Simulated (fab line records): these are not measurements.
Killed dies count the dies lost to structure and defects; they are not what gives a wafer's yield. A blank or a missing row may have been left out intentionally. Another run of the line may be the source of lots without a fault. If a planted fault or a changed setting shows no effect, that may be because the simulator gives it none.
The tool behind it: which one? ; flow n5_finfet ; 22 lots with 66 wafers sampled at 2 steps, on a route of 1938 steps

WHAT EACH GAUGE READ, for each wafer
N5_HKMG_FIN_INSPECT_61: inspects for defects (macro).
lot;measured;on;raw_defect_count
L074;day 3 22:28;defect_inspect-02;1 3 6
L075;day 4 03:11;defect_inspect-01;2 0 1
L077;day 4 17:20;defect_inspect-01;2 5 2
L078;day 4 22:51;defect_inspect-01;2 2 6
L079;day 5 04:24;defect_inspect-02;1 0 2
L080;day 5 11:02;defect_inspect-01;0 3 4
L081;day 5 17:12;defect_inspect-02;0 2 1
L082;day 5 21:29;defect_inspect-02;2 2 5
L083;day 6 03:59;defect_inspect-02;0 0 2
L084;day 6 13:01;defect_inspect-01;2 3 3
L085;day 6 17:07;defect_inspect-01;1 0 2
L086;day 7 03:00;defect_inspect-01;0 1 0
L087;day 7 08:22;defect_inspect-01;4 2 0
L088;day 7 10:48;defect_inspect-01;2 1 3
L089;day 7 17:19;defect_inspect-01;1 3 3
L090;day 7 21:44;defect_inspect-01;1 2 1
L091;day 8 04:31;defect_inspect-01;3 1 2
L093;day 8 17:57;defect_inspect-01;0 6 0
L094;day 8 21:11;defect_inspect-01;2 2 1
L095;day 9 04:42;defect_inspect-02;1 2 2
L096;day 9 11:23;defect_inspect-02;3 4 4
L097;day 9 17:14;defect_inspect-02;3 3 2

EACH LOT AND THE TOOL THAT RAN IT (in order: tool; ch and the chambers of the sampled wafers; start)
lot;N5_HKMG_FIN_HK_ANNEAL_02
L074;rtp_anneal-01 ch 0, day 3 21:40
L075;rtp_anneal-02 ch 0, day 4 02:31
L077;rtp_anneal-02 ch 0, day 4 16:32
L078;rtp_anneal-01 ch 0, day 4 22:04
L079;rtp_anneal-01 ch 0, day 5 03:43
L080;rtp_anneal-02 ch 0, day 5 10:15
L081;rtp_anneal-02 ch 0, day 5 16:23
L082;rtp_anneal-02 ch 0, day 5 20:49
L083;rtp_anneal-02 ch 0, day 6 03:17
L084;rtp_anneal-01 ch 0, day 6 12:20
L085;rtp_anneal-02 ch 0, day 6 16:25
L086;rtp_anneal-01 ch 0, day 7 02:21
L087;rtp_anneal-01 ch 0, day 7 07:44
L088;rtp_anneal-02 ch 0, day 7 09:59
L089;rtp_anneal-01 ch 0, day 7 16:37
L090;rtp_anneal-01 ch 0, day 7 20:59
L091;rtp_anneal-02 ch 0, day 8 03:44
L093;rtp_anneal-02 ch 0, day 8 17:16
L094;rtp_anneal-02 ch 0, day 8 20:29
L095;rtp_anneal-01 ch 0, day 9 04:01
L096;rtp_anneal-02 ch 0, day 9 10:43
L097;rtp_anneal-02 ch 0, day 9 16:32
- N5_HKMG_FIN_HK_ANNEAL_02: time 30 s.

WHAT THE TOOLS THEMSELVES READ (means of the sampled wafers that have a number; where no wafer has one, the mark that the record gives instead)
N5_HKMG_FIN_HK_ANNEAL_02.
lot;tool;lamp_power_pct (%);lamp_zone_1_pct (%);lamp_zone_5_pct (%);wafer_temp_C_max
L074;rtp_anneal-01;8.84;8.794;8.799;703.6
L075;rtp_anneal-02;8.73;8.806;8.804;702.7
L077;rtp_anneal-02;8.75;8.788;8.796;703.2
L078;rtp_anneal-01;8.85;8.800;8.794;703.6
L079;rtp_anneal-01;8.86;8.795;8.793;702.4
L080;rtp_anneal-02;8.83;8.794;8.804;702.7
L081;rtp_anneal-02;8.77;8.795;8.810;702.6
L082;rtp_anneal-02;8.80;8.798;8.803;702.7
L083;rtp_anneal-02;8.78;8.800;8.800;702.8
L084;rtp_anneal-01;8.76;8.804;8.800;703.2
L085;rtp_anneal-02;8.78;8.795;8.794;703.1
L086;rtp_anneal-01;8.75;8.804;8.792;702.7
L087;rtp_anneal-01;8.81;8.799;8.791;703.3
L088;rtp_anneal-02;8.80;8.796;8.799;703.5
L089;rtp_anneal-01;8.75;8.792;8.793;703.5
L090;rtp_anneal-01;8.77;8.801;8.797;703.0
L091;rtp_anneal-02;8.79;8.790;8.796;703.0
L093;rtp_anneal-02;8.81;8.796;8.805;703.0
L094;rtp_anneal-02;8.77;8.799;8.799;703.3
L095;rtp_anneal-01;8.86;8.805;8.790;702.7
L096;rtp_anneal-02;8.76;8.795;8.799;703.0
L097;rtp_anneal-02;8.82;8.802;8.798;703.7

THE ANSWER, worked out from the rows above alone
Rule: what is usual is taken from the lots themselves. The widest of any qualifying gaps counts: lots, ordered by their means at a reading, are off when they make up no more than a third of the lots, leave a main group of 4 or more, and stand apart from it by 3 or more times the standard deviation of that group's means. If all means in a main group match to the digits the tables above print for the reading, that group is not used. Also off: a lot with no number at a reading for which 4 or more lots have one. Any other lot the step has rows for is counted as sound. First the gauges in route order, then the tools' own readings, where a lot's mean is used as printed above. The first step at which some lot is off is used, and at that step the reading that is off furthest; a lot without a number counts as furthest.
No lot is off at any reading shown: from this, nothing can be told.

WHAT WAS PUT IN BY THE SIMULATOR
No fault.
